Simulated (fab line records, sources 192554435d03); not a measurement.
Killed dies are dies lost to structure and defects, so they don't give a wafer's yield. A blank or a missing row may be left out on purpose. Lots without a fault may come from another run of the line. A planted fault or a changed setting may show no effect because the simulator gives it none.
Split-lot experiment | flow n5_finfet | 7 lots, 39 wafers read, on a route of 1938 steps

THE SPLIT
At N5_BEOL_M12_ETCH_68 (etches SOC in N2/H2, time 285 s), the setting target_depth_a was moved away from the recipe's 5700 angstrom on 12 of the 39 wafers read, by -50.5% to +25.7%. The other wafers ran this setting at the recipe's value.

The reading is taken at the split's own step.

THE READING
SiARC_of_BEOL_M12_COAT_66.thk_nm (the simulator's own value, which no gauge read), in nm, at N5_BEOL_M12_ETCH_68 (etches SOC in N2/H2, time 285 s). The file gives no usual value for it. The 27 wafers here that ran the recipe average 85.8 nm, standard deviation 0.68 nm.

wafer  | tool, chamber at the split | target_depth_a as run, angstrom | against the recipe | SiARC_of_BEOL_M12_COAT_66.thk_nm, nm | against lot-mates on the recipe
L076.2 | rie_diel-04, 1             | 5700                            | recipe             | 85.4                                 | -
L076.5 | rie_diel-04, 2             | 5700                            | recipe             | 87                                   | -
L076.6 | rie_diel-04, 1             | 5700                            | recipe             | 85                                   | -
L080.1 | rie_diel-04, 3             | 5700                            | recipe             | 86.2                                 | -
L080.2 | rie_diel-04, 1             | 5700                            | recipe             | 85                                   | -
L080.3 | rie_diel-04, 0             | 5700                            | recipe             | 86.4                                 | -
L080.4 | rie_diel-04, 2             | 5700                            | recipe             | 86.8                                 | -
L080.5 | rie_diel-04, 2             | 5700                            | recipe             | 86.8                                 | -
L080.6 | rie_diel-04, 1             | 5700                            | recipe             | 84.8                                 | -
L084.1 | rie_diel-06, 0,1           | 5700                            | recipe             | 86                                   | -
L084.2 | rie_diel-06, 0,1           | 5700                            | recipe             | 86                                   | -
L084.3 | rie_diel-06, 3             | 5700                            | recipe             | 85                                   | -
L084.4 | rie_diel-06, 2             | 5700                            | recipe             | 85.4                                 | -
L084.6 | rie_diel-06, 2             | 5700                            | recipe             | 85.4                                 | -
L084.5 | rie_diel-06, 3             | 5700                            | recipe             | 84.8                                 | -
L083.1 | rie_diel-01, 2,3           | 5700                            | recipe             | 86                                   | -
L083.5 | rie_diel-01, 2,3           | 5700                            | recipe             | 86                                   | -
L083.2 | rie_diel-01, 0             | 2822                            | -50.5%             | 98.6                                 | +12.5
L083.3 | rie_diel-01, 3             | 5700                            | recipe             | 86.2                                 | -
L083.4 | rie_diel-01, 1,0           | 2822                            | -50.5%             | 98.4                                 | +12.3
L083.6 | rie_diel-01, 1,0           | 2822                            | -50.5%             | 98.4                                 | +12.3
L085.1 | rie_diel-01, 2             | 5700                            | recipe             | 86                                   | -
L085.2 | rie_diel-01, 3,0           | 4766                            | -16.4%             | 89.8                                 | +3.7
L085.5 | rie_diel-01, 3,0           | 4766                            | -16.4%             | 89.8                                 | +3.7
L085.3 | rie_diel-01, 0             | 4766                            | -16.4%             | 89.6                                 | +3.5
L085.4 | rie_diel-01, 1             | 5700                            | recipe             | 86.2                                 | -
L085.6 | rie_diel-01, 1             | 5700                            | recipe             | 86.2                                 | -
L088.1 | rie_diel-06, 2,3           | 5700                            | recipe             | 85                                   | -
L088.4 | rie_diel-06, 2,3           | 5700                            | recipe             | 85                                   | -
L088.2 | rie_diel-06, 3             | 7164                            | +25.7%             | 78.4                                 | -6.9
L088.3 | rie_diel-06, 1             | 5700                            | recipe             | 86                                   | -
L088.5 | rie_diel-06, 2             | 7164                            | +25.7%             | 79                                   | -6.3
L088.6 | rie_diel-06, 1             | 7164                            | +25.7%             | 79.8                                 | -5.5
L089.1 | rie_diel-04, 2             | 5700                            | recipe             | 87                                   | -
L089.2 | rie_diel-04, 1             | 5700                            | recipe             | 85                                   | -
L089.3 | rie_diel-04, 3             | 5700                            | recipe             | 86.2                                 | -
L089.4 | rie_diel-04, 0             | 6924                            | +21.5%             | 80.8                                 | -5.3
L089.5 | rie_diel-04, 2             | 6924                            | +21.5%             | 82                                   | -4.1
L089.6 | rie_diel-04, 3             | 6924                            | +21.5%             | 81.2                                 | -4.9
Where a row lists several chambers, the file gives one row for several wafers and doesn't say which wafer went through which chamber.

THE FIT
A straight line over all 39 wafers: SiARC_of_BEOL_M12_COAT_66.thk_nm changes by -0.247 nm for each +1% of target_depth_a; r = -0.99; the points scatter about the line by 0.68 nm.
The same after taking each lot's own level away (the mean of its wafers on the recipe; 39 wafers): -0.241 nm for each +1%; r = -0.99; scatter 0.59 nm.
On that fit, the largest move of target_depth_a shifts the reading by 12 nm.
The lots' own levels span 85.33 to 86.13 nm, that is 1.2 times the standard deviation above.
So the lot-to-lot level changes the slope little: the two slopes agree.
Check: with one of the wafers moved furthest among these (-50.5%) left out of the fit, the line predicts +12.1 nm for it against its lot-mates. It came out at +12.5 nm against them.

OTHER SPLITS ON THESE WAFERS
These wafers also went through other splits before the reading. Each is held against what the fit with the lots' levels taken away leaves over:
other split on the same wafers     | wafers away from the commonest value | r with SiARC_of_BEOL_M12_COAT_66.thk_nm (lot level and that fit taken away)
N5_BEOL_M9_ILD_DEP_00 target_thk_a | 12                                   | +0.08

THE FILE'S OWN FIT
SiARC_of_BEOL_M12_COAT_66.thk_nm changes by -0.241 nm for each +1% of target_depth_a, r = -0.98.
